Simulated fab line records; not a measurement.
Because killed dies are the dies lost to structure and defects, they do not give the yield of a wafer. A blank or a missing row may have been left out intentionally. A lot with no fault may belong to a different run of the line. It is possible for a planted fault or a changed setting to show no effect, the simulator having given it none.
A lot that was struck, set against a sound lot ; flow n5_finfet ; 38 steps out of a route of 1938
Sound: the wafers L267.2, L267.4, L267.5. Struck: wafer L266.3. (L266.1, L266.6 of the same lot were not struck and are left out.) The cause comes at the end.
For every step that has rows: the tool of each side, followed by ch and its chambers, followed by its first start. Under that, the readings that differ: sound wafers ; struck wafers ; difference of the means ; sigmas: that difference in standard deviations of wafers without a fault.
alike: readings whose means differ by less than 2 such deviations, and words and numbers that are the same on both sides. not compared: withheld readings, readings that some wafer has no value for, bounds like >300 that may hide the same value, and numbers for which the record gives no deviation and whose values overlap.
A row with sigmas, a row that says differs or no value, or rows on one side alone: a step with any of these is where the two part. When numbers do not overlap yet have no deviation, they are printed without sigmas and do not part them. Lack of a reading on every wafer of one side parts them only where that side has two or more wafers.

first, 9 steps without rows for these wafers: N5_BEOL_M4_ANNEAL_95 (time 240 s); N5_BEOL_M4_SPUTTER_96 (material Cu, target thk 4.5 nm, time 8.29 s); N5_BEOL_M4_ECD_50 (material Cu, target thk 300 nm); N5_BEOL_M4_ANNEAL_51 (time 90 s); N5_BEOL_M4_CMP_52 (polishes, stops on SiOC, t overpolish 6.8 s, target thk 40 nm); N5_BEOL_M4_PRE_CLEAN_60 (time 15 s); N5_BEOL_M4_CO_CAP_55 (material Co, precursor CCTBA/H2, target thk 2 nm, time 102.1 s); N5_BEOL_M4_PRE_CLEAN_56 (time 15 s); N5_BEOL_M4_DEP_57 (deposits SiCN from 3MS/NH3, target thk 8 nm, time 14 s).
N5_BEOL_M4_RC_MEAS_101:
  sound on prober-02 ch 0, day 11 12:13; struck on prober-01 ch 0, day 11 11:25
  alike: DIBL_N, DIBL_P, IOFF_N, IOFF_P, ION_N, ION_P, SS_N, SS_P, VT_N, VT_P
then, 24 steps without rows for these wafers: N5_BEOL_M5_ILD_DEP_00 (deposits SiCOH lowk from DEMS/porogen, target thk 140.64 nm, time 25.9 s); N5_BEOL_M5_CURE_79 (cures SiCOH lowk, time 240 s); N5_BEOL_M5_PECVD_70 (deposits SiO2 from TEOS/O2, target thk 16 nm, time 18 s); N5_BEOL_M5_HM_DEP_02 (deposits TiN, target thk 20 nm); N5_BEOL_M5_COAT_59 (time 60 s, resist thk 60 nm); N5_BEOL_M5_COAT_60 (time 60 s, resist thk 12 nm); N5_BEOL_M5_COAT_71 (time 60 s, resist thk 5 nm); N5_BEOL_M5_COAT_05 (resist thk 30 nm); N5_BEOL_M5_EBR_07; N5_BEOL_M5_SOFTBAKE_06 (time 60 s); N5_BEOL_M5_EXPOSE_08 (exposes mask M5, target cd 28 nm); N5_BEOL_M5_PEB_09 (peb time 60 s); N5_BEOL_M5_DEVELOP_10 (develop time 30 s); N5_BEOL_M5_DESCUM_16 (chemistry O2, time 7 s); N5_BEOL_M5_ETCH_72 (etches underlayer in N2/H2, target depth 6.5 nm, time 5.2 s); N5_BEOL_M5_ETCH_61 (etches SiARC in CF4, target depth 15.6 nm, time 26 s); N5_BEOL_M5_ETCH_62 (etches SOC in N2/H2, target depth 75 nm, overetch 15 nm, time 112.5 s); N5_BEOL_M5_STRIP_63 (strips in N2/H2); N5_BEOL_M5_STRIP_73 (strips in N2/H2); N5_BEOL_M5_STRIP_64 (strips in CF4); N5_BEOL_M5_HM_OPEN_17 (chemistry Cl2/BCl3, target TiN, target depth 20 nm, overetch 6 nm); N5_BEOL_M5_STRIP_19 (strips in O2); N5_BEOL_M5_COAT_65 (time 60 s, resist thk 60 nm); N5_BEOL_M5_COAT_66 (time 60 s, resist thk 12 nm).
N5_BEOL_M7_CMP_52: polishes, stops on SiCOH lowk, t overpolish 6.9 s, target thk 80 nm.
  sound on cmp-01 ch 0,3, day 12 17:04; struck on cmp-01 ch 0, day 13 00:52
reading;sound;struck;difference;sigmas
barrier_field_endpoint_s (s);30.3 30.4 30.3;46.9;+16.6;+19
overpolish_run_s (s);6.899 6.911 6.881;0.041;-6.856;-99 or more
time_to_endpoint_s (s);63 62 63;81;+18;+5
  alike: motor_current_A
N5_BEOL_M7_THK_MEAS_53: measures by xrf.
  sound: film_metro-01 at day 12 17:19; struck: film_metro-02 at day 13 01:10
reading;sound;struck;difference;sigmas
M7_THK (nm);82.8 81.5 83.2;188.0;+105.5;+38
N5_BEOL_M7_INSPECT_58: inspects for defects (darkfield).
  sound: defect_inspect-01 at day 12 17:28; struck: defect_inspect-02 at day 13 01:19
reading;sound;struck;difference;sigmas
raw_defect_count;73 43 79;1170;+1105;+55
-- record jumps: 3 days separate the struck wafers' starts on either side; left off in module BEOL_M7, taken up again in module PASSIVATION, whose first shown step is the route's number 1936 --
N5_PASSIVATION_PROBE_49:
  only the struck wafers here have rows in the record (prober-02, day 16 12:06); the sound ones have none

WHERE THEY PART
Last at N5_PASSIVATION_PROBE_49 as far as this record goes, first at N5_BEOL_M7_CMP_52.

WHY: the cause the simulator had injected
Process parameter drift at N5_BEOL_M7_CMP_52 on cmp-01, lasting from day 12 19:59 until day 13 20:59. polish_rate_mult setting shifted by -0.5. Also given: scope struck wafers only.
